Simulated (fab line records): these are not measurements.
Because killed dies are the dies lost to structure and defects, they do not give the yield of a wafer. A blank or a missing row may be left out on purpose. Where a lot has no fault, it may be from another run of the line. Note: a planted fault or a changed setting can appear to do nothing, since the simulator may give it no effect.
fab line records	flow n5-finfet
record: lots: 7	wafers: 21
route steps=1938 shown ZERO_LAYER@9 PMOS_HMC_CHANNEL_EPI@62 FIN_SAQP@116 FIN_CUT@154
start-h: hours from the record's opening day to when the first of the lot's shown wafers began	wait-h: hours elapsed since this lot's preceding step	" repeats the value in the row above	L1.1+2: a single row standing in for several wafers	- either no value or no given start	* or withheld: withheld	< > ~ a bound
route shown NAME@n: NAME is a module with steps in the file, n the number in the route of the first one	usual: average and standard deviation across the fault-free wafers	same: alike in all rows	chamber/n: place in a boat	sites: each site's reading	_std_site: how widely they spread, as a standard deviation	_edge_site: outer sites' mean less inner sites'	radius-mm: for every site, how far away it sits from the centre of the wafer	mask NAME#n: copy n	behind: the most recent tool/chamber to have shaped the wafer	hold: reason for holding the lot/hours on hold/outcome of the hold	device: transistor that didn't switch, given as n, p or np	end of line: the tests these same wafers got at the end of their route	a step with no rows: only its recipe	killed: at the first sort, the dies lost to defects and structure; wafer yield is something else	map: per-die view of a wafer (x killed, . not killed, _ where there is no die)
set.NAME: the setting the step ran with; set.NAME@STEP: the setting that earlier step ran with	model.NAME: the simulator's own value behind a step, which no gauge read
lots run with intentionally changed settings; tables by step, rows by wafer
== steps ==
step: N5_ZERO_LAYER_EXPOSE_08
recipe: mask-id: ZERO	na: 0.55	source-shape: conventional	sigma-outer: 0.8	polarization: unpolarized	defocus-nm: 0	target-cd-nm: 2000	dose-mj: 16.2
lot.wafer	tool	chamber	start-h	wait-h	mask	set.dose-mj
L074.4+6	krf-scanner-01	0	12.50	-	ZERO#0	15.51
L074.5	"	0	"	"	ZERO#0	16.2
L081.1+5+6	krf-scanner-01	0	54.60	-	ZERO#0	16.2
L084.2+4	krf-scanner-02	0	72.47	-	ZERO#0	15.43
L084.6	"	0	"	"	ZERO#0	16.2
L086.2+3+4	krf-scanner-01	0	84.60	-	ZERO#0	16.2
L088.2+4+6	krf-scanner-01	0	96.60	-	ZERO#0	16.2
L093.1+2+3	krf-scanner-01	0	126.47	-	ZERO#0	16.2
L094.2+3	krf-scanner-01	0	132.69	-	ZERO#0	15.08
L094.4	"	0	"	"	ZERO#0	16.2
step: N5_ZERO_LAYER_DEVELOP_10
recipe: develop-time-s: 60	rinse-liquid: diw	dry: air-spin	dev-temp-c: 21
lot.wafer	tool	chamber	start-h	wait-h	set.develop-time-s
L074.4+5	litho-track-05	0	-	-	65.71
L074.6	"	0	"	"	60
L081.1+5	litho-track-02	0	-	-	71.41
L081.6	"	0	"	"	60
L084.2+4+6	litho-track-01	0	-	-	60
L086.2+3+4	litho-track-01	0	-	-	60
L088.2+4	litho-track-05	0	-	-	48.44
L088.6	"	0	"	"	60
L093.1+2	litho-track-02	0	-	-	56.39
L093.3	"	0	"	"	60
L094.2	litho-track-02	0	-	-	60
L094.3+4	"	0	"	"	55.82
step: N5_ZERO_LAYER_HARDBAKE_23
recipe: temp-c: 130	time-s: 120
step: N5_ZERO_LAYER_CD_MEAS_11
recipe: target-cd-nm: 2000	landing-energy-ev: 500	detector: se-inlens
usual: cd-nm: 2000.2/2.7
lot.wafer	tool	chamber	start-h	wait-h	set.dose-mj@ZERO_LAYER_EXPOSE_08	cd-nm
L074.4	cd-sem-01	0	12.67	-	15.51	1990.6
L074.5	"	0	"	"	16.2	1997.2
L074.6	"	0	"	"	15.51	1992.4
L081.1	cd-sem-01	0	54.77	-	16.2	2007.8
L081.5	"	0	"	"	16.2	2002.6
L081.6	"	0	"	"	16.2	2004.6
L084.2	cd-sem-02	0	72.64	-	15.43	1988.1
L084.4	"	0	"	"	15.43	1989.5
L084.6	"	0	"	"	16.2	1996.7
L086.2	cd-sem-02	0	84.77	-	16.2	2000.3
L086.3	"	0	"	"	16.2	1999.2
L086.4	"	0	"	"	16.2	1996.6
L088.2	cd-sem-03	0	96.77	-	16.2	1992.0
L088.4	"	0	"	"	16.2	1992.2
L088.6	"	0	"	"	16.2	1995.5
L093.1	cd-sem-02	0	126.64	-	16.2	1998.4
L093.2	"	0	"	"	16.2	2002.8
L093.3	"	0	"	"	16.2	2003.7
L094.2	cd-sem-01	0	132.86	-	15.08	1988.4
L094.3	"	0	"	"	15.08	1988.6
L094.4	"	0	"	"	16.2	2001.6
step: N5_ZERO_LAYER_DESCUM_16
recipe: chemistry: O2	time-s: 7.9	source-power-w: 50	bias-power-w: 20	pressure-mtorr: 20	rf-frequency-hz: 2.712e+07	temp-c: 40	o2-flow-sccm: 225
lot.wafer	tool	chamber	start-h	wait-h	set.dose-mj@ZERO_LAYER_EXPOSE_08	model.ZERO_LAYER.cd-nm
L074.4	rie-diel-06	3	12.99	0.3	15.51	1991
L074.5	"	2	"	"	16.2	1997
L074.6	"	3	"	"	15.51	1993
L081.1	rie-diel-02	0	54.81	0.0	16.2	2008
L081.5	"	0	"	"	16.2	2003
L081.6	"	2	"	"	16.2	2004
L084.2	rie-diel-06	1	72.85	0.2	15.43	1988
L084.4	"	1	"	"	15.43	1990
L084.6	"	2	"	"	16.2	1997
L086.2	rie-diel-02	2	84.93	0.2	16.2	2000
L086.3	"	0	"	"	16.2	1999
L086.4	"	2	"	"	16.2	1996
L088.2+4	rie-diel-02	0,2	96.81	0.0	16.2	1992
L088.6	"	3	"	"	16.2	1996
L093.1	rie-diel-05	2	127.08	0.4	16.2	1998
L093.2	"	1	"	"	16.2	2003
L093.3	"	0	"	"	16.2	2004
L094.2	rie-diel-05	2	132.90	0.0	15.08	1988
L094.3	"	0	"	"	15.08	1989
L094.4	"	3	"	"	16.2	2002
step: N5_ZERO_LAYER_ETCH_17
recipe: chemistry: CF4	target: SiO2	target-depth-a: 120	time-s: 13.3	ion-energy-ev: 350	pressure-mtorr: 40	source-w: 450	bias-w: 215	Ar_flow_sccm: 100	cf4-flow-sccm: 100
step: N5_ZERO_LAYER_ETCH_18
recipe: chemistry: HBr/Cl2	target: Si	target-depth-a: 1200	time-s: 40	pressure-mtorr: 10	icp-w: 800	bias-w: 75	HBr_flow_sccm: 150	Cl2_flow_sccm: 80
lot.wafer	tool	chamber	start-h	wait-h	set.dose-mj@ZERO_LAYER_EXPOSE_08	model.ZERO_LAYER.cd-nm
L074.4	rie-si-01	1	13.13	0.1	15.51	1991
L074.5	"	3	"	"	16.2	1997
L074.6	"	2	"	"	15.51	1993
L081.1	rie-si-01	0	54.92	0.0	16.2	2008
L081.5	"	3	"	"	16.2	2003
L081.6	"	0	"	"	16.2	2005
L084.2	rie-si-01	3	72.97	0.1	15.43	1988
L084.4	"	1	"	"	15.43	1989
L084.6	"	2	"	"	16.2	1997
L086.2	rie-si-04	0	85.03	0.0	16.2	2000
L086.3	"	2	"	"	16.2	1999
L086.4	"	3	"	"	16.2	1996
L088.2+4	rie-si-01	3,1	96.91	0.0	16.2	1992
L088.6	"	0	"	"	16.2	1996
L093.1	rie-si-05	1	127.19	0.0	16.2	1998
L093.2	"	3	"	"	16.2	2003
L093.3	"	0	"	"	16.2	2004
L094.2	rie-si-01	1	133.01	0.0	15.08	1988
L094.3	"	2	"	"	15.08	1989
L094.4	"	0	"	"	16.2	2002
step: N5_PMOS_HMC_CHANNEL_EPI_EXPOSE_06
recipe: mask-id: PMOS_HMC_BLK	na: 1.35	source-shape: conventional	sigma-outer: 0.8	polarization: unpolarized	target-cd-nm: 240	dose-mj: 41
lot.wafer	tool	chamber	start-h	wait-h	mask	set.dose-mj
L074.4+5+6	arfi-scanner-03	0	17.16	-	PMOS_HMC_BLK#0	41
L081.1+6	arfi-scanner-03	0	59.61	-	PMOS_HMC_BLK#0	43.17
L081.5	"	0	"	"	PMOS_HMC_BLK#0	41
L084.2+4	arfi-scanner-01	0	77.38	-	PMOS_HMC_BLK#0	38.44
L084.6	"	0	"	"	PMOS_HMC_BLK#0	41
L086.2+3+4	arfi-scanner-02	0	89.39	-	PMOS_HMC_BLK#0	41
L088.2+6	arfi-scanner-01	0	101.57	-	PMOS_HMC_BLK#0	43.97
L088.4	"	0	"	"	PMOS_HMC_BLK#0	41
L093.1+2+3	arfi-scanner-01	0	131.52	-	PMOS_HMC_BLK#0	41
L094.2+4	arfi-scanner-01	0	137.07	-	PMOS_HMC_BLK#0	41
L094.3	"	0	"	"	PMOS_HMC_BLK#0	42.93
step: N5_PMOS_HMC_CHANNEL_EPI_PEB_07
recipe: peb-temp-c: 110	peb-time-s: 60	resist: CAR-ArF-block
lot.wafer	tool	chamber	start-h	wait-h	set.peb-temp-c
L074.4	litho-track-02	0	17.20	0.0	112.8
L074.5+6	"	0	"	"	110
L081.1	litho-track-04	0	59.66	0.1	112
L081.5+6	"	0	"	"	110
L084.2+6	litho-track-02	0	77.43	0.0	108.6
L084.4	"	0	"	"	110
L086.2+3+4	litho-track-02	0	89.44	0.0	110
L088.2+6	litho-track-02	0	101.63	0.0	110
L088.4	"	0	"	"	111.1
L093.1	litho-track-04	0	131.58	0.1	107.8
L093.2+3	"	0	"	"	110
L094.2+3+4	litho-track-04	0	137.13	0.0	110
step: N5_PMOS_HMC_CHANNEL_EPI_DEVELOP_08
recipe: develop-time-s: 30	developer: TMAH	resist: CAR-ArF-block	dev-temp-c: 23	rinse-liquid: diw	dry: air-spin
step: N5_PMOS_HMC_CHANNEL_EPI_CD_MEAS_09
recipe: target-cd-nm: 237.4	landing-energy-ev: 500	detector: se-inlens
usual: cd-nm: 237.6/0.96
lot.wafer	tool	chamber	start-h	wait-h	set.dose-mj@PMOS_HMC_CHANNEL_EPI_EXPOSE_06	set.peb-temp-c@PMOS_HMC_CHANNEL_EPI_PEB_07	cd-nm
L074.4	cd-sem-01	0	17.27	-	41	112.8	246.2
L074.5	"	0	"	"	41	110	238.7
L074.6	"	0	"	"	41	110	238.1
L081.1	cd-sem-03	0	59.73	-	43.17	112	246.0
L081.5	"	0	"	"	41	110	237.5
L081.6	"	0	"	"	43.17	110	241.4
L084.2	cd-sem-02	0	77.50	-	38.44	108.6	228.7
L084.4	"	0	"	"	38.44	110	233.7
L084.6	"	0	"	"	41	108.6	234.1
L086.2	cd-sem-02	0	89.51	-	41	110	237.6
L086.3	"	0	"	"	41	110	238.6
L086.4	"	0	"	"	41	110	238.5
L088.2	cd-sem-03	0	101.69	-	43.97	110	244.9
L088.4	"	0	"	"	41	111.1	240.9
L088.6	"	0	"	"	43.97	110	244.9
L093.1	cd-sem-02	0	131.65	-	41	107.8	231.6
L093.2	"	0	"	"	41	110	238.4
L093.3	"	0	"	"	41	110	237.7
L094.2	cd-sem-03	0	137.19	-	41	110	239.2
L094.3	"	0	"	"	42.93	110	240.9
L094.4	"	0	"	"	41	110	238.5
step: N5_PMOS_HMC_CHANNEL_EPI_DESCUM_14
recipe: chemistry: O2	time-s: 7.9	source-power-w: 50	bias-power-w: 20	pressure-mtorr: 20	rf-frequency-hz: 2.712e+07	temp-c: 40	resist: CAR-ArF-block	o2-flow-sccm: 225
lot.wafer	tool	chamber	start-h	wait-h	set.dose-mj@PMOS_HMC_CHANNEL_EPI_EXPOSE_06	set.peb-temp-c@PMOS_HMC_CHANNEL_EPI_PEB_07	model.PMOS_HMC_CHANNEL_EPI.cd-nm
L074.4	rie-diel-06	2	17.35	0.0	41	112.8	246.1
L074.5	"	2	"	"	41	110	238.7
L074.6	"	3	"	"	41	110	238
L081.1	rie-diel-05	1	60.29	0.5	43.17	112	246.3
L081.5	"	2	"	"	41	110	237.2
L081.6	"	3	"	"	43.17	110	241.2
L084.2	rie-diel-05	0	77.58	0.0	38.44	108.6	228.8
L084.4	"	3	"	"	38.44	110	233.8
L084.6	"	3	"	"	41	108.6	234
L086.2	rie-diel-02	3	89.59	0.0	41	110	237.6
L086.3	"	2	"	"	41	110	238
L086.4	"	3	"	"	41	110	238.8
L088.2	rie-diel-02	1	101.78	0.0	43.97	110	244.5
L088.4	"	0	"	"	41	111.1	241
L088.6	"	1	"	"	43.97	110	244.8
L093.1	rie-diel-06	3	131.74	0.0	41	107.8	231.6
L093.2	"	0	"	"	41	110	238.3
L093.3	"	1	"	"	41	110	237.4
L094.2	rie-diel-06	2	137.28	0.0	41	110	239
L094.3	"	3	"	"	42.93	110	241
L094.4	"	0	"	"	41	110	238.4
step: N5_PMOS_HMC_CHANNEL_EPI_ETCH_32
recipe: chemistry: N2/H2	target: BARC	stop-on: SiO2	target-depth-a: 858	over-etch-frac: 0.3	time-s: 50.3	ion-energy-ev: 200	mask-material: CAR-ArF-block	pressure-mtorr: 30	source-w: 840	bias-w: 150	n2-flow-sccm: 200	h2-flow-sccm: 200
lot.wafer	tool	chamber	start-h	wait-h	set.dose-mj@PMOS_HMC_CHANNEL_EPI_EXPOSE_06	set.peb-temp-c@PMOS_HMC_CHANNEL_EPI_PEB_07	model.PMOS_HMC_CHANNEL_EPI.cd-nm
L074.4	rie-diel-06	2	17.39	0.0	41	112.8	247.4
L074.5+6	"	2,3	"	"	41	110	240.2
L081.1	rie-diel-05	1	60.33	0.0	43.17	112	248.9
L081.5	"	2	"	"	41	110	239
L081.6	"	3	"	"	43.17	110	243.8
L084.2	rie-diel-05	0	77.62	0.0	38.44	108.6	230.3
L084.4	"	3	"	"	38.44	110	235.8
L084.6	"	3	"	"	41	108.6	235.9
L086.2	rie-diel-02	3	89.63	0.0	41	110	240.2
L086.3	"	2	"	"	41	110	240.8
L086.4	"	3	"	"	41	110	240.7
L088.2	rie-diel-02	1	101.82	0.0	43.97	110	247.3
L088.4	"	0	"	"	41	111.1	243.3
L088.6	"	1	"	"	43.97	110	247.8
L093.1	rie-diel-06	3	131.77	0.0	41	107.8	234.3
L093.2	"	0	"	"	41	110	241
L093.3	"	1	"	"	41	110	240
L094.2+4	rie-diel-06	2,0	137.31	0.0	41	110	240.8
L094.3	"	3	"	"	42.93	110	244.2
step: N5_PMOS_HMC_CHANNEL_EPI_HM_OPEN_15
recipe: chemistry: CHF3/O2	target: SiO2	mask-material: CAR-ArF-block	target-depth-a: 406	CHF3_flow_sccm: 50	O2_flow_sccm: 5	Ar_flow_sccm: 200	time-s: 20.3	pressure-mtorr: 30	source-w: 650	bias-w: 170	ion-energy-ev: 200
lot.wafer	tool	chamber	start-h	wait-h	set.dose-mj@PMOS_HMC_CHANNEL_EPI_EXPOSE_06	set.peb-temp-c@PMOS_HMC_CHANNEL_EPI_PEB_07	model.PMOS_HMC_CHANNEL_EPI.cd-nm
L074.4	rie-diel-06	2	17.43	0.0	41	112.8	247.4
L074.5	"	2	"	"	41	110	240.1
L074.6	"	3	"	"	41	110	240.2
L081.1	rie-diel-05	1	60.37	0.0	43.17	112	249
L081.5	"	2	"	"	41	110	239.1
L081.6	"	3	"	"	43.17	110	243.9
L084.2	rie-diel-05	0	77.66	0.0	38.44	108.6	230.3
L084.4	"	3	"	"	38.44	110	235.8
L084.6	"	3	"	"	41	108.6	235.9
L086.2	rie-diel-02	3	89.67	0.0	41	110	240.3
L086.3+4	"	2,3	"	"	41	110	240.8
L088.2	rie-diel-02	1	101.86	0.0	43.97	110	247.4
L088.4	"	0	"	"	41	111.1	243.3
L088.6	"	1	"	"	43.97	110	247.9
L093.1	rie-diel-06	3	131.81	0.0	41	107.8	234.3
L093.2	"	0	"	"	41	110	241
L093.3	"	1	"	"	41	110	239.8
L094.2	rie-diel-06	2	137.36	0.0	41	110	240.8
L094.3	"	3	"	"	42.93	110	244.3
L094.4	"	0	"	"	41	110	240.9
step: N5_PMOS_HMC_CHANNEL_EPI_STRIP_33
recipe: chemistry: N2/H2	power-w: 500	temp-c: 40	pressure-mtorr: 50	rf-frequency-hz: 6e+07	overash-fraction: 0.3	bias-power-w: 8	h2-frac: 0.5	n2-flow-sccm: 300	h2-flow-sccm: 300
step: N5_PMOS_HMC_CHANNEL_EPI_STRIP_17
recipe: chemistry: SPM	time-s: 750	temp-c: 130	h2so4-h2o2-vol-ratio: 4	dry: ipa-marangoni
step: N5_PMOS_HMC_CHANNEL_EPI_ETCH_38
recipe: chemistry: CF4	target: SiO2	target-depth-a: 15	ion-energy-ev: 350	pressure-mtorr: 10	icp-w: 800	bias-w: 400	cf4-flow-sccm: 80
lot.wafer	tool	chamber	start-h	wait-h	set.dose-mj@PMOS_HMC_CHANNEL_EPI_EXPOSE_06	set.peb-temp-c@PMOS_HMC_CHANNEL_EPI_PEB_07	model.PMOS_HMC_CHANNEL_EPI.cd-nm
L074.4	rie-si-02	3	17.79	0.0	41	112.8	247.4
L074.5	"	1	"	"	41	110	240.2
L074.6	"	2	"	"	41	110	240.3
L081.1	rie-si-02	1	60.74	0.0	43.17	112	249
L081.5	"	1	"	"	41	110	239.1
L081.6	"	0	"	"	43.17	110	244
L084.2	rie-si-02	3	78.02	0.0	38.44	108.6	230.4
L084.4	"	1	"	"	38.44	110	235.8
L084.6	"	3	"	"	41	108.6	236
L086.2	rie-si-02	2	90.04	0.0	41	110	240.3
L086.3	"	0	"	"	41	110	240.9
L086.4	"	1	"	"	41	110	240.8
L088.2	rie-si-03	2	102.22	0.0	43.97	110	247.3
L088.4	"	3	"	"	41	111.1	243.4
L088.6	"	2	"	"	43.97	110	247.9
L093.1	rie-si-02	3	132.26	0.0	41	107.8	234.4
L093.2	"	1	"	"	41	110	241.1
L093.3	"	2	"	"	41	110	239.8
L094.2	rie-si-03	0	137.72	0.0	41	110	240.8
L094.3	"	2	"	"	42.93	110	244.1
L094.4	"	3	"	"	41	110	240.9
step: N5_PMOS_HMC_CHANNEL_EPI_FIN_RECESS_16
recipe: chemistry: HBr/Cl2	target: Si	mask-material: SiO2	target-depth-a: 540	time-s: 18	pressure-mtorr: 10	icp-w: 800	bias-w: 75	HBr_flow_sccm: 150	Cl2_flow_sccm: 80
lot.wafer	tool	chamber	start-h	wait-h	set.dose-mj@PMOS_HMC_CHANNEL_EPI_EXPOSE_06	set.peb-temp-c@PMOS_HMC_CHANNEL_EPI_PEB_07	model.PMOS_HMC_CHANNEL_EPI.cd-nm
L074.4	rie-si-02	3	17.81	0.0	41	112.8	247.3
L074.5+6	"	1,2	"	"	41	110	240.2
L081.1	rie-si-02	1	60.76	0.0	43.17	112	249
L081.5	"	1	"	"	41	110	239.1
L081.6	"	0	"	"	43.17	110	244
L084.2	rie-si-02	3	78.04	0.0	38.44	108.6	230.3
L084.4	"	1	"	"	38.44	110	235.8
L084.6	"	3	"	"	41	108.6	235.9
L086.2	rie-si-02	2	90.06	0.0	41	110	240.3
L086.3	"	0	"	"	41	110	240.9
L086.4	"	1	"	"	41	110	240.8
L088.2	rie-si-03	2	102.24	0.0	43.97	110	247.3
L088.4	"	3	"	"	41	111.1	243.4
L088.6	"	2	"	"	43.97	110	247.9
L093.1	rie-si-02	3	132.28	0.0	41	107.8	234.3
L093.2	"	1	"	"	41	110	241.1
L093.3	"	2	"	"	41	110	239.9
L094.2+4	rie-si-03	0,3	137.74	0.0	41	110	240.8
L094.3	"	2	"	"	42.93	110	244.1
step: N5_FIN_SAQP_ETCH_52
recipe: chemistry: N2/H2	target: SOC	target-depth-a: 1000	overetch-a: 200	mask-material: SiARC	temp-c: 40	time-s: 150	ion-energy-ev: 200	pressure-mtorr: 30	source-w: 840	bias-w: 150	n2-flow-sccm: 200	h2-flow-sccm: 200	ends: end-point
usual: rf-vpp-V: 523.3/2.5
lot.wafer	tool	chamber	start-h	wait-h	set.source-w	rf-vpp-V	model.SiARC_of_FIN_SAQP_COAT_50.thk-nm
L074.4	rie-diel-03	2	23.46	0.0	941.4	503.3	28.56
L074.5	"	3	"	"	840	528.8	29.23
L074.6	"	2	"	"	941.4	502.8	28.45
L081.1	rie-diel-04	0	64.98	0.0	840	524.2	29.2
L081.5	"	3	"	"	840	520.3	29.1
L081.6	"	0	"	"	840	524.4	29.26
L084.2	rie-diel-01	0	82.50	0.0	840	526.9	29.68
L084.4	"	1	"	"	976.4	497.6	28.89
L084.6	"	2	"	"	840	521.6	29.49
L086.2	rie-diel-01	2	94.82	0.0	840	520.6	29.24
L086.3	"	3	"	"	840	519.5	29.06
L086.4	"	0	"	"	840	526.3	29.53
L088.2	rie-diel-03	0	106.58	0.0	840	520.4	29.26
L088.4	"	1	"	"	840	526.4	29.41
L088.6	"	2	"	"	840	522.5	29.28
L093.1	rie-diel-04	0	136.65	0.0	840	524.9	29.23
L093.2	"	3	"	"	840	518.7	29.08
L093.3	"	1	"	"	749.1	546.0	29.86
L094.2	rie-diel-04	3	141.57	0.0	840	520.2	29.06
L094.3	"	0	"	"	700.3	557.0	29.82
L094.4	"	1	"	"	700.3	559.4	30.08
step: N5_FIN_CUT_COAT_18
recipe: resist: SOC	temp-c: 250	time-s: 60	spin-rpm: 1500	resist-thk-nm: 230
lot.wafer	tool	chamber	start-h	wait-h	set.spin-rpm	model.SOC_of_FIN_CUT_COAT_18.thk-nm
L074.4	litho-track-04	0	29.15	0.0	1500	231.2
L074.5	"	0	"	"	1500	231.6
L074.6	"	0	"	"	1500	230.6
L081.1	litho-track-03	0	70.94	0.0	1500	230.4
L081.5	"	0	"	"	1500	230.8
L081.6	"	0	"	"	1500	229.8
L084.2	litho-track-02	0	92.56	0.0	1655	219.2
L084.4	"	0	"	"	1500	229.8
L084.6	"	0	"	"	1655	218.4
L086.2+3	litho-track-03	0	100.91	0.0	1500	230.6
L086.4	"	0	"	"	1500	230.8
L088.2	litho-track-02	0	111.73	0.0	1586	223.8
L088.4	"	0	"	"	1586	224
L088.6	"	0	"	"	1500	230.8
L093.1	litho-track-04	0	141.12	0.0	1500	228.4
L093.2	"	0	"	"	1651	218.2
L093.3	"	0	"	"	1500	228.8
L094.2	litho-track-04	0	145.79	0.0	1500	230
L094.3	"	0	"	"	1371	241.2
L094.4	"	0	"	"	1371	241
== key ==
split: step: N5_ZERO_LAYER_EXPOSE_08	setting: dose-mj	stated: 16.2	by: wafer
response: step: N5_ZERO_LAYER_CD_MEAS_11	reading: cd-nm	change: +1.72	per: 1%	r: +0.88
response: step: N5_ZERO_LAYER_DESCUM_16	reading: model.ZERO_LAYER.cd-nm	change: +1.73	per: 1%	r: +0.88
response: step: N5_ZERO_LAYER_ETCH_18	reading: model.ZERO_LAYER.cd-nm	change: +1.75	per: 1%	r: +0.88
split: step: N5_ZERO_LAYER_DEVELOP_10	setting: develop-time-s	stated: 60	by: wafer
response none clear
split: step: N5_PMOS_HMC_CHANNEL_EPI_EXPOSE_06	setting: dose-mj	stated: 41	by: wafer
response: step: N5_PMOS_HMC_CHANNEL_EPI_CD_MEAS_09	reading: cd-nm	slope: +0.763	per: 1%	together-with: peb-temp-c@PMOS_HMC_CHANNEL_EPI_PEB_07	explained: 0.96
response: step: N5_PMOS_HMC_CHANNEL_EPI_DESCUM_14	reading: model.PMOS_HMC_CHANNEL_EPI.cd-nm	slope: +0.765	per: 1%	together-with: peb-temp-c@PMOS_HMC_CHANNEL_EPI_PEB_07	explained: 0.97
response: step: N5_PMOS_HMC_CHANNEL_EPI_ETCH_32	reading: model.PMOS_HMC_CHANNEL_EPI.cd-nm	slope: +0.866	per: 1%	together-with: peb-temp-c@PMOS_HMC_CHANNEL_EPI_PEB_07	explained: 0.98
response: step: N5_PMOS_HMC_CHANNEL_EPI_HM_OPEN_15	reading: model.PMOS_HMC_CHANNEL_EPI.cd-nm	slope: +0.872	per: 1%	together-with: peb-temp-c@PMOS_HMC_CHANNEL_EPI_PEB_07	explained: 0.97
response: step: N5_PMOS_HMC_CHANNEL_EPI_ETCH_38	reading: model.PMOS_HMC_CHANNEL_EPI.cd-nm	slope: +0.864	per: 1%	together-with: peb-temp-c@PMOS_HMC_CHANNEL_EPI_PEB_07	explained: 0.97
response: step: N5_PMOS_HMC_CHANNEL_EPI_FIN_RECESS_16	reading: model.PMOS_HMC_CHANNEL_EPI.cd-nm	slope: +0.862	per: 1%	together-with: peb-temp-c@PMOS_HMC_CHANNEL_EPI_PEB_07	explained: 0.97
split: step: N5_PMOS_HMC_CHANNEL_EPI_PEB_07	setting: peb-temp-c	stated: 110	by: wafer
response: step: N5_PMOS_HMC_CHANNEL_EPI_CD_MEAS_09	reading: cd-nm	slope: +2.96	per: 1%	together-with: dose-mj@PMOS_HMC_CHANNEL_EPI_EXPOSE_06	explained: 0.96
response: step: N5_PMOS_HMC_CHANNEL_EPI_DESCUM_14	reading: model.PMOS_HMC_CHANNEL_EPI.cd-nm	slope: +3.01	per: 1%	together-with: dose-mj@PMOS_HMC_CHANNEL_EPI_EXPOSE_06	explained: 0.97
response: step: N5_PMOS_HMC_CHANNEL_EPI_ETCH_32	reading: model.PMOS_HMC_CHANNEL_EPI.cd-nm	slope: +2.99	per: 1%	together-with: dose-mj@PMOS_HMC_CHANNEL_EPI_EXPOSE_06	explained: 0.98
response: step: N5_PMOS_HMC_CHANNEL_EPI_HM_OPEN_15	reading: model.PMOS_HMC_CHANNEL_EPI.cd-nm	slope: +2.97	per: 1%	together-with: dose-mj@PMOS_HMC_CHANNEL_EPI_EXPOSE_06	explained: 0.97
response: step: N5_PMOS_HMC_CHANNEL_EPI_ETCH_38	reading: model.PMOS_HMC_CHANNEL_EPI.cd-nm	slope: +2.96	per: 1%	together-with: dose-mj@PMOS_HMC_CHANNEL_EPI_EXPOSE_06	explained: 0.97
response: step: N5_PMOS_HMC_CHANNEL_EPI_FIN_RECESS_16	reading: model.PMOS_HMC_CHANNEL_EPI.cd-nm	slope: +2.97	per: 1%	together-with: dose-mj@PMOS_HMC_CHANNEL_EPI_EXPOSE_06	explained: 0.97
split: step: N5_FIN_SAQP_ETCH_52	setting: source-w	stated: 840	by: wafer
response: step: N5_FIN_SAQP_ETCH_52	reading: rf-vpp-V	change: -2.04	per: 1%	r: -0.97
response: step: N5_FIN_SAQP_ETCH_52	reading: model.SiARC_of_FIN_SAQP_COAT_50.thk-nm	change: -0.0529	per: 1%	r: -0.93
split: step: N5_FIN_CUT_COAT_18	setting: spin-rpm	stated: 1500	by: wafer
response: step: N5_FIN_CUT_COAT_18	reading: model.SOC_of_FIN_CUT_COAT_18.thk-nm	change: -1.12	per: 1%	r: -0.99
